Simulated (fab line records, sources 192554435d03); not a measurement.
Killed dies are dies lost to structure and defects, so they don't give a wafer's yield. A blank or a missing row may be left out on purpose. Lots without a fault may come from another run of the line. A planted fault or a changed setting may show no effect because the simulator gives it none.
Which tool did it? | flow n5_finfet | 10 lots, 28 wafers sampled, at 5 steps of a route of 1938

WHAT THE GAUGES READ, wafer by wafer
N5_BEOL_M4_RC_MEAS_101. Usual: DIBL_N 36.6 mV/V, standard deviation 2.1; DIBL_P 36.3 mV/V, standard deviation 2.2; IOFF_N 0.16 nA/um, standard deviation 0.036; IOFF_P 0.21 nA/um, standard deviation 0.038; ION_N 671 uA/um, standard deviation 12; ION_P 460 uA/um, standard deviation 7.5; SS_N 71.8 mV/dec, standard deviation 0.72; SS_P 73.3 mV/dec, standard deviation 0.72; VT_N 250 mV, standard deviation 3.2; VT_P -250 mV, standard deviation 3.5.
lot  | measured     | on        | DIBL_N (mV/V)  | DIBL_P (mV/V)  | IOFF_N (nA/um) | IOFF_P (nA/um) | ION_N (uA/um) | ION_P (uA/um) | SS_N (mV/dec)  | SS_P (mV/dec)  | VT_N (mV)   | VT_P (mV)      | flag
L852 | day 8 11:43  | prober-02 | 35.4 36.8 38.4 | 36.4 37.3 40.0 | 0.17 0.20 0.23 | 0.22 0.23 0.28 | 661 678 680   | 459 460 461   | 72.0 72.4 72.7 | 74.1 74.3 74.9 | 250 245 243 | -251 -250 -248 |
L853 | day 8 13:08  | prober-01 | 36.6 34.7 35.2 | 35.8 33.8 33.3 | 0.18 0.14 0.14 | 0.21 0.18 0.17 | 674 670 664   | 458 463 452   | 71.9 71.7 71.7 | 73.5 73.2 72.9 | 249 250 251 | -251 -254 -253 |
L854 | day 8 17:33  | prober-01 | 39.1 34.7 33.8 | 39.6 33.7 33.0 | 0.20 0.13 0.11 | 0.25 0.17 0.15 | 683 654 656   | 458 451 454   | 72.3 71.3 70.9 | 74.0 72.3 72.3 | 249 252 252 | -247 -252 -255 |
L858 | day 9 17:07  | prober-01 | 35.7 36.0 35.9 | 35.6 36.6 36.8 | 0.16 0.16 0.16 | 0.21 0.23 0.22 | 674 673 673   | 459 462 458   | 71.9 71.8 72.2 | 73.0 73.2 73.3 | 248 250 249 | -252 -249 -250 |
L859 | day 10 02:48 | prober-02 | 34.4 35.4 32.6 | 35.1 35.9 33.4 | 0.13 0.15 0.11 | 0.19 0.21 0.16 | 663 678 666   | 456 470 461   | 70.9 71.0 70.7 | 72.4 73.1 72.5 | 252 249 252 | -252 -249 -252 |
L860 | day 10 07:31 | prober-01 | 32.1 36.3 36.9 | 31.7 35.6 36.6 | 0.12 0.18 0.18 | 0.17 0.24 0.25 | 668 686 673   | 470 471 465   | 69.9 72.0 72.1 | 72.2 73.1 73.4 | 253 248 248 | -250 -247 -246 |
L867 | day 12 08:22 | prober-02 | 32.8 33.8      | 32.3 34.7      | 0.12 0.15      | 0.17 0.21      | 668 684       | 464 470       | 70.8 71.4      | 73.3 73.4      | 254 248     | -250 -248      |
L868 | day 12 11:01 | prober-02 | 34.1 36.6      | 35.0 37.4      | 0.13 0.18      | 0.18 0.21      | 680 669       | 464 456       | 71.4 72.4      | 72.3 73.0      | 249 249     | -251 -252      |
L870 | day 12 19:21 | prober-02 | 37.9 35.5 36.4 | 37.7 35.2 36.9 | 0.18 0.14 0.16 | 0.22 0.19 0.22 | 672 667 682   | 451 457 462   | 71.8 71.7 71.6 | 73.7 72.5 73.5 | 250 254 249 | -253 -254 -251 |
L873 | day 13 12:16 | prober-02 | 35.4 36.7 36.5 | 34.1 37.2 36.3 | 0.15 0.17 0.16 | 0.20 0.27 0.23 | 671 686 678   | 462 478 467   | 70.7 71.8 71.5 | 73.4 73.5 74.0 | 250 247 249 | -248 -245 -246 |

WHICH TOOL RAN EACH LOT (tool, then ch and the chambers of the sampled wafers, then the start)
lot  | N5_MOL_CONTACT_COAG_STRIP_49         | N5_BEOL_M0_SAQP_PECVD_00        | N5_BEOL_M0_SAQP_HM_OPEN_112        | N5_BEOL_M0_SAQP_STRIP_86
L852 | plasma_asher-02 ch 0,1, day 5 22:35  | pecvd-04 ch 0,1, day 6 02:52    | rie_diel-05 ch 0,2,3, day 6 04:37  | rie_diel-06 ch 0,3, day 6 04:53
L853 | plasma_asher-01 ch 0,1, day 6 02:22  | pecvd-04 ch 0,1,2, day 6 06:38  | rie_diel-06 ch 0,1,2, day 6 07:48  | rie_diel-06 ch 0,2,3, day 6 07:59
L854 | plasma_asher-02 ch 0,1, day 6 03:13  | pecvd-04 ch 0,2, day 6 09:38    | rie_diel-05 ch 0,1, day 6 15:12    | rie_diel-05 ch 0,2, day 6 15:29
L858 | plasma_asher-01 ch 0,1, day 7 07:08  | pecvd-02 ch 0,2, day 7 11:25    | rie_diel-05 ch 1,2,3, day 7 13:38  | rie_diel-03 ch 0,1,3, day 7 13:49
L859 | plasma_asher-02 ch 0,1, day 7 14:11  | pecvd-02 ch 0,1, day 7 18:27    | rie_diel-05 ch 0,1, day 7 20:29    | rie_diel-03 ch 1,2, day 7 20:40
L860 | plasma_asher-02 ch 0,1, day 7 18:20  | pecvd-02 ch 0,2, day 7 22:38    | rie_diel-05 ch 0,1,2, day 8 00:19  | rie_diel-05 ch 0,1,3, day 8 00:30
L867 | plasma_asher-02 ch 0,1, day 9 12:58  | pecvd-04 ch 0,1, day 9 17:14    | rie_diel-03 ch 1,2, day 9 20:41    | rie_diel-03 ch 1,2, day 9 20:52
L868 | plasma_asher-02 ch 0,1, day 9 18:04  | pecvd-03 ch 1,2, day 9 22:21    | rie_diel-03 ch 0,1, day 9 23:37    | rie_diel-05 ch 1,3, day 9 23:47
L870 | plasma_asher-02 ch 0,1, day 10 04:52 | pecvd-02 ch 0,1,2, day 10 09:17 | rie_diel-05 ch 0,1,3, day 10 11:25 | rie_diel-06 ch 0,3, day 10 11:34
L873 | plasma_asher-02 ch 0,1, day 11 00:03 | pecvd-02 ch 0,2, day 11 04:19   | rie_diel-03 ch 0,1,3, day 11 06:03 | rie_diel-05 ch 1,2,3, day 11 06:14
- N5_MOL_CONTACT_COAG_STRIP_49: strips in N2/H2, time 30 s.
- N5_BEOL_M0_SAQP_PECVD_00: deposits SiCN from 3MS/NH3, target thk 8 nm, time 14 s.
- N5_BEOL_M0_SAQP_HM_OPEN_112: chemistry CHF3/O2, target SiO2, stops on a-Si, target depth 12 nm, time 13.5 s.
- N5_BEOL_M0_SAQP_STRIP_86: strips in N2/H2.

WHAT THE TOOLS THEMSELVES READ (means of the sampled wafers that have a number; where no wafer has one, the mark that the record gives instead)
N5_MOL_CONTACT_COAG_STRIP_49. Usual: drypump_motor_current_A 5.43 A, standard deviation 0.12; heater_power_w 365 W, standard deviation 52.
lot  | tool            | drypump_motor_current_A (A) | heater_power_w (W) | flag
L852 | plasma_asher-02 | 5.44                        | 398                |
L853 | plasma_asher-01 | 5.45                        | 321                |
L854 | plasma_asher-02 | 5.36                        | 366                |
L858 | plasma_asher-01 | 5.54                        | 323                |
L859 | plasma_asher-02 | 5.46                        | 400                |
L860 | plasma_asher-02 | 5.34                        | 365                |
L867 | plasma_asher-02 | 5.39                        | 379                |
L868 | plasma_asher-02 | 5.39                        | 386                |
L870 | plasma_asher-02 | 5.44                        | 395                |
L873 | plasma_asher-02 | 5.39                        | 360                |

N5_BEOL_M0_SAQP_PECVD_00. Usual: showerhead_plenum_p_Torr 3.658 Torr, standard deviation 0.012; throttle_valve_pct 9.0 %, standard deviation 0.5.
lot  | tool     | showerhead_plenum_p_Torr (Torr) | throttle_valve_pct (%) | flag
L852 | pecvd-04 | 3.657                           | 9.5                    |
L853 | pecvd-04 | 3.659                           | 9.1                    |
L854 | pecvd-04 | 3.659                           | 9.2                    |
L858 | pecvd-02 | 3.658                           | 8.5                    |
L859 | pecvd-02 | 3.659                           | 9.1                    |
L860 | pecvd-02 | 3.644                           | 8.3                    |
L867 | pecvd-04 | 3.659                           | 9.4                    |
L868 | pecvd-03 | 3.657                           | 9.3                    |
L870 | pecvd-02 | 3.659                           | 8.6                    |
L873 | pecvd-02 | 3.659                           | 8.6                    |

N5_BEOL_M0_SAQP_HM_OPEN_112. Usual: drypump_motor_current_A 5.73 A, standard deviation 0.26; oes_product_au 0.51 a.u., standard deviation 0.049; rf_vpp_V 526 V, standard deviation 10; showerhead_plenum_p_Torr 2.41 Torr, standard deviation 0.073; throttle_valve_pct 18.88 %, standard deviation 0.23.
lot  | tool        | drypump_motor_current_A (A) | oes_product_au (a.u.) | rf_vpp_V (V) | showerhead_plenum_p_Torr (Torr) | throttle_valve_pct (%) | flag
L852 | rie_diel-05 | 5.84                        | 0.50                  | 525          | 2.35                            | 19.02                  |
L853 | rie_diel-06 | 5.75                        | 0.48                  | 522          | 2.44                            | 18.88                  |
L854 | rie_diel-05 | 5.81                        | 0.50                  | 525          | 2.35                            | 18.85                  |
L858 | rie_diel-05 | 5.79                        | 0.48                  | 536          | 2.47                            | 18.66                  |
L859 | rie_diel-05 | 5.81                        | 0.42                  | 525          | 2.34                            | 18.84                  |
L860 | rie_diel-05 | 5.72                        | 0.44                  | 526          | 2.39                            | 18.73                  |
L867 | rie_diel-03 | 5.88                        | 0.51                  | 530          | 2.43                            | 18.88                  |
L868 | rie_diel-03 | 5.80                        | 0.46                  | 530          | 2.34                            | 19.01                  |
L870 | rie_diel-05 | 5.91                        | 0.51                  | 534          | 2.42                            | 18.86                  |
L873 | rie_diel-03 | 5.61                        | 0.46                  | 525          | 2.36                            | 19.02                  |

N5_BEOL_M0_SAQP_STRIP_86. Usual: drypump_motor_current_A 5.7 A, standard deviation 0.3; oes_product_au 0.77 a.u., standard deviation 0.078; rf_vpp_V 121.7 V, standard deviation 1.5; showerhead_plenum_p_Torr 3.37 Torr, standard deviation 0.1; throttle_valve_pct 19.11 %, standard deviation 0.24.
lot  | tool        | drypump_motor_current_A (A) | oes_product_au (a.u.) | rf_vpp_V (V) | showerhead_plenum_p_Torr (Torr) | throttle_valve_pct (%) | flag
L852 | rie_diel-06 | 5.8                         | 0.80                  | 123.3        | 3.37                            | 19.12                  |
L853 | rie_diel-06 | 5.7                         | 0.80                  | 122.2        | 3.37                            | 19.09                  |
L854 | rie_diel-05 | 5.7                         | 0.84                  | 121.9        | 3.35                            | 18.74                  |
L858 | rie_diel-03 | 5.6                         | 0.72                  | 121.5        | 3.30                            | 19.34                  |
L859 | rie_diel-03 | 6.0                         | 0.79                  | 121.2        | 3.33                            | 19.01                  |
L860 | rie_diel-05 | 5.9                         | 0.81                  | 122.2        | 3.38                            | 18.90                  |
L867 | rie_diel-03 | 5.8                         | 0.79                  | 123.2        | 3.39                            | 18.90                  |
L868 | rie_diel-05 | 5.9                         | 0.80                  | 121.0        | 3.45                            | 19.02                  |
L870 | rie_diel-06 | 5.8                         | 0.83                  | 122.3        | 3.39                            | 19.11                  |
L873 | rie_diel-05 | 5.8                         | 0.81                  | 121.7        | 3.43                            | 18.94                  |

THE ANSWER, worked out from the rows above alone
Rule: a lot is off if the mean of its wafers that have a number lies more than 3 standard deviations from the usual mean. A lot without any number at a reading at which 4 lots or more have one is off too. The other lots that the step has rows for count as sound. The gauges are gone through in route order, then the tools' own readings, and for those a lot's mean is taken as printed above. The first step at which some lot is off is used, and at that step the reading that is off furthest; a lot without a number counts as furthest.
No lot is off at any reading shown: from this, nothing can be told.

WHAT THE SIMULATOR HAD PUT IN
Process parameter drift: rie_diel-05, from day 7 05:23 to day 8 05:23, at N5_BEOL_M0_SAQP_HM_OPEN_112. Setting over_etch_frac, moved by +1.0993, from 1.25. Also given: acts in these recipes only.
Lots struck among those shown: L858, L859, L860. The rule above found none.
